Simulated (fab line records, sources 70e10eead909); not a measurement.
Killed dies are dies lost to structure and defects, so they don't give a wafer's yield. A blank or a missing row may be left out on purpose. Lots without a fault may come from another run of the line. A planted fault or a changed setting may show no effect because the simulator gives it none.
fab line records | flow nand_harc
record lots=13 wafers=39 last_day=34
route steps=1302 shown A_SLIT@923 A_WL_FILL@952
lots that met no fault: from a run of the same line without faults
start_h: hours from the record's first day to the start of the lot's first wafer shown | wait_h: hours since the lot's step before | " the same as in the row above | L1.1+2: a row that stands for several wafers | - no value, or no start given | * or withheld: withheld | < > ~ a bound
route shown NAME@n: a module of which the file shows steps, and the number in the route of the first | usual: mean/standard deviation of fault-free wafers | same: alike in all rows | chamber/n: place in a boat | sites: the reading at each site | _std_site: their standard deviation | _edge_site: outer sites' mean less inner sites' | radius_mm: how far each site lies from the wafer's centre | mask NAME#n: copy n | behind: the tool/chamber that last shaped the wafer | hold: why the lot was held/for how many hours/how that ended | device: the transistor (n, p or np) that didn't switch | end of line: the same wafers' tests at the end of the route | a step without rows: its recipe alone | killed: dies lost to structure and defects at the first sort, not the wafer's yield | map: a wafer's dies, x killed, . not, _ none there
set.NAME: the setting as run; set.NAME@STEP: as run at that earlier step | model.NAME: the simulator's own value behind a step, which no gauge read
steps of the route over a sample of lots; a table a step, a row a wafer
services: from which hour (start_h, from the record's first day; less than 0 if before it) a tool's chamber was out of use, for how many hours, and why
## steps
# step NHARC_A_SLIT_DEP_00
# recipe target_thk_a=62000 temp_c=400 material=aC
# usual throttle_valve_pct=35.000/0.0084
# columns lot.wafer tool chamber start_h wait_h throttle_valve_pct
L814.1 acl_dep-01 0 456.86 - 35.004
L814.2 " 0 " " 34.986
L814.5 " 0 459.36 - 35.014
L815.1 acl_dep-01 0 462.33 - 35.005
L815.3 " 0 463.58 - 35.007
L815.5 " 0 464.83 - 35.006
L817.2 acl_dep-02 0 476.72 - 35.007
L817.3 " 0 " " 35.002
L817.5 " 0 478.55 - 35.002
L816.2 acl_dep-03 0 477.29 - 35.007
L816.3 " 0 " " 34.998
L816.5 " 0 479.17 - 34.995
L821.2 acl_dep-03 0 531.49 - 35.009
L821.3 " 0 " " 35.010
L821.5 " 0 533.35 - 34.989
L823.2 acl_dep-02 0 542.13 - 35.010
L823.5 " 0 544.01 - 35.004
L823.6 " 0 " " 34.997
L822.1 acl_dep-03 0 542.52 - 34.983
L822.2 " 0 " " 35.004
L822.4 " 0 544.39 - 34.996
L824.3 acl_dep-02 0 564.96 - 34.992
L824.4 " 0 " " 34.998
L824.5 " 0 " " 34.994
L826.1 acl_dep-03 0 595.29 - 35.012
L826.3 " 0 596.53 - 35.002
L826.6 " 0 598.40 - 34.997
L829.3 acl_dep-02 0 596.62 - 34.992
L829.5 " 0 597.87 - 34.992
L829.6 " 0 " " 35.006
L828.2 acl_dep-02 0 607.87 - 34.998
L828.4 " 0 609.12 - 34.997
L828.5 " 0 " " 35.001
L833.2 acl_dep-03 0 640.45 - 34.995
L833.3 " 0 " " 35.000
L833.4 " 0 " " 35.004
L836.1 acl_dep-02 0 696.78 - 35.011
L836.3 " 0 698.04 - 35.003
L836.5 " 0 699.30 - 34.984
# step NHARC_A_WL_FILL_ALD_00
# recipe target_thk_a=30 pulse_time_s=3 ald_cycles=30 temp_c=300 material=Al2O3
# usual ald_cycles=30/0 heater_power_w=463/44 precursor_pulse_height_rel=0.997/0.019
# columns lot.wafer tool chamber start_h wait_h ald_cycles heater_power_w precursor_pulse_height_rel
L814.1 ald_hk-04 3 474.40 0.1 30 469 1.005
L814.2 " 0 " " 30 488 0.986
L814.5 " 3 " " 30 470 1.008
L815.3 ald_hk-02 1 482.09 0.2 30 422 1.007
L815.1 " 3 " " 30 521 1.013
L815.5 " 1 " " 30 422 1.001
L817.3 ald_hk-01 2 494.19 0.1 30 529 1.004
L817.2 " 3 " " 30 516 0.975
L817.5 " 1 " " 30 382 0.991
L816.2 ald_hk-01 2 494.30 0.2 30 535 0.952
L816.3 " 1 " " 30 377 0.987
L816.5 " 2 " " 30 543 0.991
L821.3 ald_hk-01 2 551.03 0.1 30 537 0.965
L821.2 " 1 " " 30 383 0.972
L821.5 " 3 " " 30 507 0.985
L822.1 ald_hk-04 3 559.11 0.1 30 467 1.010
L822.2 " 0 " " 30 478 0.991
L822.4 " 1 " " 30 494 0.976
L823.2 ald_hk-02 2 559.16 0.1 30 496 0.990
L823.5 " 0 " " 30 459 1.006
L823.6 " 1 " " 30 416 1.002
L824.3 ald_hk-01 3 581.11 0.2 30 494 1.014
L824.4 " 0 " " 30 430 0.995
L824.5 " 3 " " 30 520 1.000
L826.3 ald_hk-01 2 612.93 0.1 33 539 1.018
L826.1 " 1 " " 33 385 0.985
L826.6 " 3 " " 30 526 1.027
L829.3 ald_hk-02 0 612.98 0.1 30 464 1.020
L829.6 " 2 " " 30 494 1.008
L829.5 " 3 " " 30 490 1.016
L828.2 ald_hk-01 3 626.01 0.1 30 501 1.008
L828.4 " 1 " " 33 403 0.995
L828.5 " 0 " " 30 423 0.965
L833.3 ald_hk-02 3 657.44 0.1 30 500 1.015
L833.4 " 0 " " 30 470 1.000
L833.2 " 1 " " 30 420 1.001
L836.1 ald_hk-02 0 717.92 0.1 30 485 1.000
L836.3 " 1 " " 30 423 0.980
L836.5 " 1 " " 30 424 0.987
# step NHARC_A_WL_FILL_ALD_02
# recipe target_thk_a=20 pulse_time_s=3 ald_cycles=100 temp_c=450 material=TiN
# usual ald_cycles=100/0 heater_power_w=1073/110 precursor_pulse_height_rel=0.998/0.02
# columns lot.wafer tool chamber start_h wait_h ald_cycles heater_power_w precursor_pulse_height_rel
L814.1 ald_metal-03 3 474.85 0.2 100 1249 0.998
L814.2 " 1 " " 100 1102 0.992
L814.5 " 0 " " 100 1201 0.996
L815.1 ald_metal-03 0 482.64 0.3 100 1202 0.994
L815.3 " 1 " " 100 1081 0.956
L815.5 " 3 " " 100 1229 1.002
L817.3 ald_metal-03 2 494.62 0.1 100 970 0.996
L817.2 " 1 " " 100 1078 1.009
L817.5 " 3 " " 100 1238 0.983
L816.3 ald_metal-04 1 494.82 0.2 100 945 0.996
L816.2 " 3 " " 100 897 0.995
L816.5 " 0 " " 100 1057 0.959
L821.3 ald_metal-02 0 551.51 0.1 100 1247 0.991
L821.2 " 3 " " 100 1111 0.988
L821.5 " 0 " " 100 1275 0.956
L823.2 ald_metal-03 3 559.70 0.3 100 1230 0.988
L823.6 " 0 " " 100 1187 0.984
L823.5 " 1 " " 100 1107 0.982
L822.1 ald_metal-04 3 559.80 0.2 100 886 1.000
L822.4 " 0 " " 100 1053 0.956
L822.2 " 1 " " 100 933 0.981
L824.3 ald_metal-03 0 581.67 0.1 100 1189 1.014
L824.4 " 3 " " 100 1152 0.982
L824.5 " 0 " " 100 1160 1.013
L829.3 ald_metal-03 3 613.42 0.1 100 1160 1.003
L829.5 " 3 " " 100 1196 0.982
L829.6 " 0 " " 100 1189 0.986
L826.1 ald_metal-04 3 613.45 0.2 100 888 0.983
L826.3 " 1 " " 100 971 1.017
L826.6 " 3 " " 100 907 1.001
L828.2 ald_metal-03 3 626.49 0.2 100 1169 1.031
L828.4 " 2 " " 100 977 0.991
L828.5 " 3 " " 100 1169 1.008
L833.4 ald_metal-02 2 658.02 0.1 100 888 1.025
L833.2 " 0 " " 100 1230 1.003
L833.3 " 1 " " 100 1083 0.979
L836.3 ald_metal-02 3 718.40 0.1 100 1085 1.032
L836.1 " 1 " " 100 1070 1.000
L836.5 " 3 " " 100 1125 1.009
# step NHARC_A_WL_FILL_STRIP_27
# recipe power_w=1500 temp_c=250 time_s=20 chemistry=N2/H2
# usual drypump_motor_current_A=6.0/0.63 heater_power_w=307/23
# same time_s=20
# columns lot.wafer tool chamber start_h wait_h drypump_motor_current_A heater_power_w rf_hours_counter_h
L814.2 plasma_asher-02 0 476.34 0.1 6.1 312 11
L814.1 " 1 " " 6.5 279 11
L814.5 " 1 " " 6.6 277 -
L815.1 plasma_asher-02 0 484.05 0.2 6.1 316 13
L815.3 " 1 " " 6.6 275 -
L815.5 " 1 " " 6.6 284 -
L817.2 plasma_asher-02 0 495.83 0.1 6.1 312 16
L817.3 " 0 " " 6.1 327 -
L817.5 " 0 " " 6.1 319 -
L816.2 plasma_asher-01 0 495.99 0.1 6.3 315 24
L816.3 " 0 " " 6.3 313 -
L816.5 " 0 " " 6.3 315 -
L821.2 plasma_asher-01 0 552.90 0.1 6.3 301 3
L821.3 " 1 " " 5.0 330 -
L821.5 " 1 " " 5.0 331 -
L823.2 plasma_asher-01 1 560.81 0.2 4.9 334 5
L823.5 " 0 " " 6.3 295 -
L823.6 " 1 " " 4.9 342 -
L822.1 plasma_asher-02 0 561.15 0.2 6.1 317 32
L822.2 " 1 " " 6.6 276 32
L822.4 " 0 " " 6.1 316 -
L824.4 plasma_asher-02 0 582.90 0.1 6.1 316 -
L824.3 " 1 " " 6.6 267 -
L824.5 " 1 " " 6.6 285 -
L826.1 plasma_asher-01 0 614.63 0.1 6.3 302 17
L826.3 " 1 " " 4.9 341 -
L826.6 " 0 " " 6.3 298 -
L829.3 plasma_asher-02 1 614.67 0.2 6.6 273 -
L829.6 " 0 " " 6.1 325 -
L829.5 " 1 " " 6.6 271 -
L828.2 plasma_asher-02 0 627.73 0.1 6.1 310 4
L828.4 " 1 " " 6.6 284 -
L828.5 " 0 " " 6.1 320 -
L833.2 plasma_asher-01 1 659.34 0.2 4.9 335 27
L833.3 " 0 " " 6.3 294 -
L833.4 " 1 " " 4.9 334 -
L836.1 plasma_asher-02 0 719.59 0.1 6.1 324 23
L836.3 " 1 " " 6.6 274 -
L836.5 " 1 " " 6.6 279 -
## services
# columns tool chamber start_h hours kind
plasma_asher-02 0 435.42 - clean
plasma_asher-02 1 435.42 - clean
plasma_asher-01 - 466.89 15.7 repair
ald_metal-04 - 474.00 10.0 pm
ald_hk-01 - 476.10 10.0 pm
acl_dep-03 - 483.17 13.0 pm
plasma_asher-01 - 484.48 2.4 repair
ald_metal-02 - 497.71 1.3 repair
plasma_asher-01 - 519.00 9.0 pm
acl_dep-01 - 556.38 13.0 pm
ald_metal-03 - 568.00 10.0 pm
ald_hk-01 - 602.69 1.0 repair
plasma_asher-02 - 603.42 9.0 pm
ald_metal-02 - 610.00 10.0 pm
acl_dep-02 - 611.00 13.0 pm
ald_hk-04 - 612.52 10.0 pm
ald_metal-02 - 632.39 1.1 repair
acl_dep-01 - 635.15 10.1 repair
ald_metal-04 - 652.00 10.0 pm
ald_hk-01 - 657.58 10.0 pm
acl_dep-03 - 664.17 13.0 pm
ald_hk-01 - 679.92 0.7 repair
plasma_asher-01 - 696.00 9.0 pm
ald_hk-02 - 706.84 10.0 pm
## key
first_sign step=NHARC_A_WL_FILL_ALD_00 reading=ald_cycles direction=up sigmas=99+ usual=30 struck=33
effect none on later readings
met_at NHARC_A_WL_FILL_ALD_00
struck_lots L826,L828
struck_wafers L826.1,L826.3,L828.4
tester_left_out L826,L828
not_acting_at NHARC_A_SLIT_DEP_00,NHARC_A_WL_FILL_ALD_02,NHARC_A_WL_FILL_STRIP_27
onset_between 581.11 612.93
fault kind=process_parameter_drift tool=ald_hk-01 chamber=- onset_h=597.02 steps=NHARC_A_WL_FILL_ALD_00 channel=ald_cycles offset=3 shape=step end_h=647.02 scope=struck_wafers_only acts_in=these_recipes_only stated=30
# tester_left_out: of these lots the tester's yield and bins aren't shown, on N5 and GAA mostly nor the transistor test; their killed dies are dies lost to structure and defects alone, not to doping, threshold or leakage, so they don't give the yield
